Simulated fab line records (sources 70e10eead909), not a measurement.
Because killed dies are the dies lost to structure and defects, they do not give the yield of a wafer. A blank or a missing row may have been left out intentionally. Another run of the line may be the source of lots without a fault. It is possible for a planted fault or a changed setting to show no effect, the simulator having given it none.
fab line records    flow nandHarc
record lots=13  wafers=39  lastDay=33
route steps=1302 shown A_BONDPAD@1203 HYBRID_BOND@1237 END@1302
lots untouched by any fault: they come from a run of this same line in which no faults occurred
startH: hours from the record's opening day to when the first of the lot's shown wafers began    waitH: hours elapsed since this lot's preceding step    " repeats the value in the row above    L1.1+2: one row covering several wafers at once    - no value present, or no start provided    * or withheld: withheld    < > ~ a bound
route shown NAME@n: names a module that has steps shown in the file, with the first one's number in the route    usual: mean/standard deviation taken from wafers without a fault    same: alike in all rows    chamber/n: place in a boat    sites: per-site readings    _std_site: standard deviation across them    _edge_site: mean of outer sites minus mean of inner sites    radiusMm: for every site, how far away it sits from the centre of the wafer    mask NAME#n: copy n    behind: the tool/chamber that last shaped the wafer    hold: reason for holding the lot/hours on hold/outcome of the hold    device: names the non-switching transistor (n, p or np)    end of line: at the end of the route, the tests of the same wafers    where a step has no rows: the recipe by itself    killed: the dies lost at the first sort to structure and to defects; this is not the yield of the wafer    map: a wafer's dies, marking killed ones x, the rest . and places with no die _
set.NAME: the setting as run; set.NAME@STEP: as run at that earlier step    model.NAME: the simulator's own value behind a step, which no gauge read
steps of the route over a sample of lots; a table a step, a row a wafer
services: when a tool's chamber went out of use (startH, in hours from the record's first day, below 0 if earlier), for how many hours, and the reason
## steps
# step NHARC_A_BONDPAD_CMP_29
# recipe targetThkNm=200  material=SiCN
# usual motorCurrentA=11.8/1.2
lot.wafer  tool    chamber  startH  waitH  motorCurrentA
L170.2     cmp-02  2        526.87  -      12.8
L170.6     "       3        "       "      10.8
L170.5     "       0        "       "      10.8
L172.1     cmp-02  0        543.87  -      11.6
L172.2     "       2        "       "      13.1
L172.6     "       0        "       "      10.8
L177.2     cmp-02  2        603.91  -      13.4
L177.3     "       0        "       "      11.8
L177.5     "       2        "       "      12.5
L171.2     cmp-03  0        607.81  -      14.1
L171.3     "       1        "       "      11.3
L171.1     "       2        "       "      10.0
L180.2     cmp-03  3        623.31  -      11.6
L180.1     "       1        "       "      11.6
L180.6     "       3        "       "      11.6
L185.1     cmp-03  0        675.58  -      13.9
L185.4     "       1        "       "      11.7
L185.5     "       1        "       "      11.6
L184.1     cmp-04  0        685.40  -      13.4
L184.6     "       3        "       "      11.2
L184.5     "       0        "       "      13.1
L188.4     cmp-03  2        687.31  -      9.8
L188.3     "       3        "       "      12.0
L188.2     "       0        "       "      13.4
L187.2     cmp-03  3        690.99  -      11.1
L187.4     "       0        "       "      13.5
L187.6     "       2        "       "      10.1
L189.3     cmp-02  2        711.99  -      13.0
L189.6     "       1        "       "      13.5
L189.5     "       2        "       "      12.8
L192.1     cmp-02  0        747.29  -      11.4
L192.3     "       3        "       "      10.7
L192.5     "       1        "       "      12.4
L190.1     cmp-03  2        751.47  -      10.2
L190.4     "       3        "       "      11.4
L190.5     "       1        "       "      12.0
L193.3     cmp-02  1        754.96  -      12.6
L193.1     "       2        "       "      12.7
L193.6     "       0        "       "      11.3
# step NHARC_A_BONDPAD_CD_MEAS_13
# usual cdNm=499.7/1.8
lot.wafer  tool      chamber  startH  waitH  cdNm
L170.2     cdSem-01  -        528.14  -      501.8
L170.5     "         -        "       "      500.9
L170.6     "         -        "       "      499.2
L172.1     cdSem-03  -        545.19  -      500.3
L172.2     "         -        "       "      500.6
L172.6     "         -        "       "      499.0
L177.2     cdSem-01  -        605.13  -      504.6
L177.3     "         -        "       "      502.4
L177.5     "         -        "       "      501.3
L171.1     cdSem-03  -        609.00  -      500.0
L171.2     "         -        "       "      497.3
L171.3     "         -        "       "      496.0
L180.1     cdSem-03  -        624.54  -      497.2
L180.2     "         -        "       "      496.6
L180.6     "         -        "       "      499.5
L185.1     cdSem-03  -        676.93  -      502.2
L185.4     "         -        "       "      497.3
L185.5     "         -        "       "      497.4
L184.1     cdSem-01  -        686.72  -      497.9
L184.5     "         -        "       "      500.8
L184.6     "         -        "       "      499.5
L188.2     cdSem-02  -        688.53  -      500.3
L188.3     "         -        "       "      500.6
L188.4     "         -        "       "      495.5
L187.2     cdSem-03  -        692.31  -      501.8
L187.4     "         -        "       "      498.9
L187.6     "         -        "       "      498.8
L189.3     cdSem-03  -        713.32  -      498.3
L189.5     "         -        "       "      499.5
L189.6     "         -        "       "      500.1
L192.1     cdSem-02  -        748.51  -      499.1
L192.3     "         -        "       "      499.1
L192.5     "         -        "       "      497.7
L190.1     cdSem-02  -        752.68  -      500.4
L190.4     "         -        "       "      500.0
L190.5     "         -        "       "      497.5
L193.1     cdSem-02  -        756.28  -      497.3
L193.3     "         -        "       "      498.7
L193.6     "         -        "       "      499.8
# step NHARC_A_BONDPAD_ECD_18
# recipe targetThkA=4000  bathTempC=25  material=Cu
# usual bathHeatDutyPct=5.9/0.58  bathTempC=25.00/0.11
lot.wafer  tool      chamber  startH  waitH  bathHeatDutyPct  bathTempC
L170.2     ecdCu-01  1        529.12  -      5.8              25.17
L170.6     "         1        "       "      5.5              25.15
L170.5     "         0        "       "      5.1              25.07
L172.2     ecdCu-02  0        546.17  -      5.8              24.96
L172.1     "         1        "       "      6.2              25.04
L172.6     "         1        "       "      6.1              24.98
L177.2     ecdCu-02  0        606.11  -      5.1              24.93
L177.3     "         1        "       "      6.4              25.02
L177.5     "         1        "       "      7.2              25.01
L171.1     ecdCu-02  1        609.98  -      5.4              24.90
L171.2     "         0        "       "      5.8              25.13
L171.3     "         0        "       "      4.7              25.15
L180.2     ecdCu-02  1        625.55  -      7.0              25.01
L180.1     "         0        "       "      6.3              25.12
L180.6     "         0        "       "      5.9              25.06
L185.1     ecdCu-01  1        677.96  -      -                -
L185.4     "         1        "       "      -                -
L185.5     "         1        "       "      -                -
L184.1     ecdCu-01  0        687.75  -      -                -
L184.6     "         1        "       "      -                -
L184.5     "         0        "       "      -                -
L188.2     ecdCu-02  0        689.56  -      4.7              24.90
L188.3     "         1        "       "      6.6              24.94
L188.4     "         0        "       "      5.0              24.82
L187.2     ecdCu-02  0        693.85  -      5.2              24.95
L187.4     "         1        "       "      6.7              24.92
L187.6     "         1        "       "      6.2              24.83
L189.3     ecdCu-02  1        714.45  -      6.1              25.08
L189.5     "         0        "       "      4.9              24.98
L189.6     "         1        "       "      6.7              25.07
L192.1     ecdCu-02  0        749.50  -      6.1              24.96
L192.3     "         0        "       "      5.4              25.02
L192.5     "         0        "       "      6.5              24.86
L190.1     ecdCu-02  0        753.66  -      5.5              25.13
L190.4     "         0        "       "      6.1              25.11
L190.5     "         0        "       "      5.9              25.10
L193.1     ecdCu-01  0        757.32  -      6.6              24.86
L193.3     "         0        "       "      6.4              24.96
L193.6     "         1        "       "      6.6              24.99
# step NHARC_A_BONDPAD_THK_MEAS_20
# recipe thkMeasGauge=xrf
# usual thkNm=170.3/1.4
lot.wafer  tool          chamber  startH  waitH  thkNm
L170.2     filmMetro-01  -        530.17  -      170.9
L170.5     "             -        "       "      172.1
L170.6     "             -        "       "      170.6
L172.1     filmMetro-02  -        547.30  -      169.5
L172.2     "             -        "       "      170.2
L172.6     "             -        "       "      172.5
L177.2     filmMetro-02  -        607.15  -      168.3
L177.3     "             -        "       "      167.6
L177.5     "             -        "       "      168.8
L171.1     filmMetro-02  -        611.06  -      171.6
L171.2     "             -        "       "      172.3
L171.3     "             -        "       "      169.5
L180.1     filmMetro-02  -        626.60  -      170.8
L180.2     "             -        "       "      172.6
L180.6     "             -        "       "      171.1
L185.1     filmMetro-01  -        678.96  -      30.9
L185.4     "             -        "       "      31.1
L185.5     "             -        "       "      27.2
L184.1     filmMetro-02  -        688.74  -      30.8
L184.5     "             -        "       "      28.8
L184.6     "             -        "       "      31.3
L188.2     filmMetro-01  -        690.56  -      169.7
L188.3     "             -        "       "      170.8
L188.4     "             -        "       "      168.4
L187.2     filmMetro-02  -        694.87  -      170.5
L187.4     "             -        "       "      169.2
L187.6     "             -        "       "      170.5
L189.3     filmMetro-02  -        715.34  -      173.5
L189.5     "             -        "       "      170.2
L189.6     "             -        "       "      170.1
L192.1     filmMetro-02  -        750.55  -      169.1
L192.3     "             -        "       "      169.5
L192.5     "             -        "       "      170.3
L190.1     filmMetro-02  -        754.77  -      170.8
L190.4     "             -        "       "      169.7
L190.5     "             -        "       "      170.4
L193.1     filmMetro-02  -        758.31  -      170.0
L193.3     "             -        "       "      170.9
L193.6     "             -        "       "      170.5
# step NHARC_HYBRID_BOND_ACTIVATE_00
# recipe timeS=60  n2FlowSccm=200  arFlowSccm=0  biasPowerW=0  chemistry=N2
# usual drypumpMotorCurrentA=5.7/0.45  oesProductAu=0.997/0.0089  rfVppV=64.2/0.85  showerheadPlenumPTorr=1.80/0.081
lot.wafer  tool        chamber  startH  waitH  drypumpMotorCurrentA  oesProductAu  rfHoursCounterH  rfVppV  showerheadPlenumPTorr
L170.2     rieDiel-05  3        530.46  0.1    6.0                   1.010         9                63.3    1.83
L170.6     "           2        "       "      6.4                   0.988         -                62.7    1.70
L170.5     "           3        "       "      6.0                   1.004         -                63.9    1.83
L172.2     rieDiel-09  2        547.56  0.1    5.6                   0.997         16               63.8    1.63
L172.1     "           1        "       "      6.3                   0.988         14               65.4    1.87
L172.6     "           2        "       "      5.6                   0.992         -                62.9    1.63
L177.3     rieDiel-09  0        607.41  0.1    5.9                   1.004         37               64.0    1.88
L177.2     "           2        "       "      5.6                   0.991         31               63.4    1.63
L177.5     "           0        "       "      5.9                   0.994         -                63.6    1.88
L171.3     rieDiel-06  2        611.34  0.1    4.9                   0.995         41               65.2    1.72
L171.2     "           3        "       "      5.4                   1.002         40               63.2    1.63
L171.1     "           1        "       "      5.3                   0.996         42               65.2    1.87
L180.1     rieDiel-05  2        626.86  0.1    6.4                   0.996         2                63.8    1.70
L180.2     "           0        "       "      5.2                   1.000         4                64.9    1.78
L180.6     "           2        "       "      6.4                   0.987         -                63.9    1.70
L188.2     rieDiel-09  1        690.87  0.1    6.4                   0.979         1                64.3    1.85
L188.4     "           2        "       "      5.6                   0.993         2                65.7    1.92
L188.3     "           3        "       "      6.3                   0.994         2                65.2    1.87
L187.2     rieDiel-05  0        695.15  0.1    5.2                   1.014         9                64.6    1.78
L187.4     "           2        "       "      6.3                   1.011         8                65.1    1.70
L187.6     "           1        "       "      5.7                   1.001         -                65.5    1.85
L189.3     rieDiel-09  2        715.62  0.1    5.6                   0.996         8                66.0    1.92
L189.5     "           2        "       "      5.6                   1.000         -                64.7    1.92
L189.6     "           3        "       "      6.2                   0.983         -                64.1    1.86
L192.3     rieDiel-09  3        750.81  0.1    6.3                   0.993         19               63.3    1.86
L192.1     "           0        "       "      5.9                   1.022         19               63.9    1.87
L192.5     "           3        "       "      6.2                   0.998         -                64.1    1.86
L190.4     rieDiel-06  0        755.05  0.1    5.4                   1.009         25               64.8    1.65
L190.1     "           2        "       "      4.9                   0.998         33               62.5    1.70
L190.5     "           0        "       "      5.4                   1.014         -                63.6    1.65
L193.1     rieDiel-06  1        758.58  0.1    5.3                   1.003         31               64.8    1.86
L193.3     "           3        "       "      5.4                   0.987         26               63.6    1.91
L193.6     "           1        "       "      5.3                   1.001         -                65.1    1.86
# step NHARC_END_SORT_01
# recipe tempC=25
# usual defectLimitedYield=91/3.2  killedAtArray=55/22  killedAtOther=1.1/1.4  killedAtPeriphery=4/3.2  killedDies=59/22  killedOpen=3.3/1.8  killedShort=2.5/1.5
# same grossDies=677
lot.wafer  tool       chamber  startH  waitH  defectLimitedYield[%]  killedAtArray  killedAtOther  killedAtPeriphery  killedDies  killedOpen  killedShort
L185.1     prober-02  0        712.80  2.5    0                      669            0              8                  677         4           4
L185.4     prober-02  0        715.19  3.4    0                      674            0              3                  677         4           4
L185.5     prober-02  0        715.99  3.7    0                      675            0              2                  677         4           4
L184.1     prober-01  0        716.85  2.5    0                      674            1              2                  677         4           3
L184.5     prober-01  0        720.05  3.7    0                      675            1              1                  677         5           1
L184.6     prober-01  0        720.84  4.0    0                      673            1              3                  677         4           2
# killed by level:class
L185.1 A_BONDPAD:areaEcd=588 A_SLIT:chamberFilmFlake=31 A_CHANNEL_HOLE_D2:chamberFilmFlake=21 A_CHANNEL_HOLE_D1:chamberFilmFlake=10 P_GATE:chamberFilmFlake=6 A_CHANNEL_FILL_D1:chamberFilmFlake=4 A_STAIRCASE:chamberFilmFlake=3 P_M2:chamberFilmFlake=2
L185.4 A_BONDPAD:areaEcd=600 A_SLIT:chamberFilmFlake=30 A_CHANNEL_HOLE_D2:chamberFilmFlake=20 A_CHANNEL_HOLE_D1:chamberFilmFlake=14 P_CONTACT:geometricParticle:open=1 A_ONON_D1:geometricParticle:open=1 A_CHANNEL_FILL_D1:geometricParticle:open=1 A_ONON_D2:geometricParticle:short=1
L185.5 A_BONDPAD:areaEcd=601 A_SLIT:chamberFilmFlake=26 A_CHANNEL_HOLE_D2:chamberFilmFlake=21 A_CHANNEL_HOLE_D1:chamberFilmFlake=12 A_CONTACT:chamberFilmFlake=6 A_STAIRCASE:chamberFilmFlake=2 P_M0:geometricParticle:open=1 A_ONON_D1:geometricParticle:short=1
L184.1 A_BONDPAD:areaEcd=611 A_SLIT:chamberFilmFlake=29 A_CHANNEL_HOLE_D1:chamberFilmFlake=13 A_CONTACT:chamberFilmFlake=9 A_STAIRCASE:chamberFilmFlake=3 A_CHANNEL_HOLE_D2:chamberFilmFlake=2 P_M0:geometricParticle:open=1 A_CHANNEL_FILL_D1:geometricParticle:open=1
L184.5 A_BONDPAD:areaEcd=619 A_SLIT:chamberFilmFlake=26 A_CHANNEL_HOLE_D1:chamberFilmFlake=14 A_CONTACT:chamberFilmFlake=5 A_STAIRCASE:chamberFilmFlake=5 P_CONTACT:geometricParticle:open=1 A_SOURCE_PLATE:geometricParticle:short=1 A_CHANNEL_FILL_D1:geometricParticle:open=1
L184.6 A_BONDPAD:areaEcd=605 A_SLIT:chamberFilmFlake=37 A_CHANNEL_HOLE_D1:chamberFilmFlake=14 A_CONTACT:chamberFilmFlake=8 A_CHANNEL_FILL_D2:chamberFilmFlake=3 P_M0:geometricParticle:open=1 P_M2:geometricParticle:open=1 A_STAIRCASE:geometricParticle:open=1
## services
tool        chamber  startH  hours  kind
ecdCu-01    -        512.24  8.0    pm
cmp-03      -        519.66  10.1   repair
cmp-02      -        530.84  4.0    pm
cmp-02      -        548.87  1.7    repair
cmp-03      -        556.55  4.0    pm
cmp-03      -        584.10  0.9    repair
rieDiel-09  1        596.05  2.7    repair
ecdCu-02    -        596.59  8.0    pm
rieDiel-09  1        606.93  2.3    repair
cmp-02      -        612.90  0.4    repair
rieDiel-09  0        617.80  40.5   repair
cmp-02      -        628.84  4.0    pm
rieDiel-09  2        639.02  2.8    repair
cmp-02      -        645.24  0.9    repair
cmp-02      -        649.65  1.9    repair
cmp-03      -        654.55  4.0    pm
rieDiel-09  1        666.73  5.2    repair
ecdCu-02    -        674.39  4.5    repair
rieDiel-09  -        674.62  9.0    pm
cmp-03      -        692.86  1.3    repair
cmp-02      -        707.55  0.8    repair
cmp-02      -        726.84  4.0    pm
cmp-03      -        730.41  6.1    repair
cmp-03      -        752.55  4.0    pm
## key
firstSign step=NHARC_A_BONDPAD_ECD_18  reading=toolRecord  direction=missing
effect step=NHARC_A_BONDPAD_THK_MEAS_20  reading=thkNm  direction=down  sigmas=99+  usual=170.3  struck=30.0
effect step=NHARC_END_SORT_01  reading=defectLimitedYield  direction=down  sigmas=28  usual=91  struck=0
moreKillsBornAt NHARC_A_BONDPAD_ECD_18@ecdCu-01=3624
metAt NHARC_A_BONDPAD_ECD_18
struckLots L184,L185
laterRowsLeftOut L184.1,L184.5,L184.6,L185.1,L185.4,L185.5
notActingAt NHARC_A_BONDPAD_CMP_29,NHARC_A_BONDPAD_CD_MEAS_13,NHARC_HYBRID_BOND_ACTIVATE_00
onsetBetween 529.12 677.96
fault kind=skippedStepWhole  tool=ecdCu-01  chamber=-  onsetH=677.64  steps=NHARC_A_BONDPAD_ECD_18  scope=struckLotsOnly
# laterRowsLeftOut: the simulator's readings of these wafers behind a module that went badly wrong aren't trusted and aren't shown, but for the sort
